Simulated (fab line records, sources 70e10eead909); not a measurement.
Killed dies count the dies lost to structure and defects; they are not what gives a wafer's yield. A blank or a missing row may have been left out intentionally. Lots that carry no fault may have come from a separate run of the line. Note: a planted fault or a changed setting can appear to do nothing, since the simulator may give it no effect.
3 desks, one fault | flow nand harc | every desk sees just its own numbers, and what lay behind them comes last

## FOR THE TOOL OWNER'S DESK: ecd cu-01
The tool's own readings at NHARC_P_M0_ECD_22 (material Cu, target thk 400 nm): means of the sampled wafers that have a number, for each lot that ran on this tool. Marked OUT: a lot whose mean sits more than 4 standard deviations from the usual mean, which makes it out of limits; the brackets give that distance.
Columns: A = bath heat duty pct at NHARC_P_M0_ECD_22, usual 6.5 %; B = bath temp c at NHARC_P_M0_ECD_22, usual 25.01 C
lot  | first seen here | A   | B
L367 | day 7 00:43     | 6.4 | 24.94
L376 | day 10 17:34    | 6.2 | 25.08
L383 | day 13 13:56    | 6.6 | 24.90
L384 | day 14 00:45    | 6.5 | 25.03
L386 | day 14 19:16    | 6.4 | 25.01
L388 | day 16 02:01    | 6.4 | 25.04
Result from this desk: across the 6 lots, nothing is out of limits.

## THE METROLOGY DESK
What the gauges read for every lot (on any tool): the sampled wafers with a number, averaged. Marked OUT: a lot whose mean sits more than 4 standard deviations from the usual mean, which makes it out of limits; the brackets give that distance.
Columns: A = thk nm at NHARC_P_M0_THK_MEAS_24, usual 117.6 nm
lot  | first seen here | A
L366 | day 6 14:55     | 117.1
L367 | day 7 01:44     | 117.7
L368 | day 7 09:58     | 117.1
L376 | day 10 18:33    | 118.6
L381 | day 12 22:50    | 29.5 (-59) OUT
L382 | day 13 10:13    | 30.1 (-58) OUT
L383 | day 13 15:07    | 117.5
L384 | day 14 01:44    | 118.2
L386 | day 14 20:19    | 116.1
L385 | day 15 00:08    | 119.4
L388 | day 16 03:02    | 117.3
This desk's finding: out of limits on L381, L382; first on L381, day 12 22:50 (thk nm at NHARC_P_M0_THK_MEAS_24). Within limits: L366, L367, L368, L376, L383, L384, L386, L385, L388.

## THE DEFECT DESK
Per lot, the means of the sampled wafers with a number show what the inspections along the route counted. Marked OUT: a lot whose mean sits more than 4 standard deviations from the usual mean, which makes it out of limits; the brackets give that distance.
Columns: A = raw defect count at NHARC_P_M0_INSPECT_27, usual 313
lot  | first seen here | A
L366 | day 6 15:04     | 232
L367 | day 7 01:53     | 267
L368 | day 7 10:07     | 438
L376 | day 10 18:43    | 284
L381 | day 12 22:59    | 341
L382 | day 13 10:22    | 375
L383 | day 13 15:16    | 301
L384 | day 14 01:53    | 377
L386 | day 14 20:28    | 391
L385 | day 15 00:17    | 344
L388 | day 16 03:12    | 330
Result from this desk: across the 11 lots, nothing is out of limits.

## TAKEN TOGETHER
At day 12 22:50 the metrology desk could have sounded an alarm, on L381, L382.
Nothing out of limits was seen by the tool owner's desk.
Nothing out of limits was seen by the defect desk.
The tool owner's desk has no number on record for L381, L382.
The defect desk has L381, L382 on record, within its limits.
All the named lots went through NHARC_P_M0_ECD_22 on ecd cu-01.

## WHAT THE SIMULATOR HAD PUT IN
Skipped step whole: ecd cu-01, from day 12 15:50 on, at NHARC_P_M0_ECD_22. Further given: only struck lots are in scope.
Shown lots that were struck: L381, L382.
Delay in hours, fault start to first out-of-limits reading, per desk: metrology desk 7.
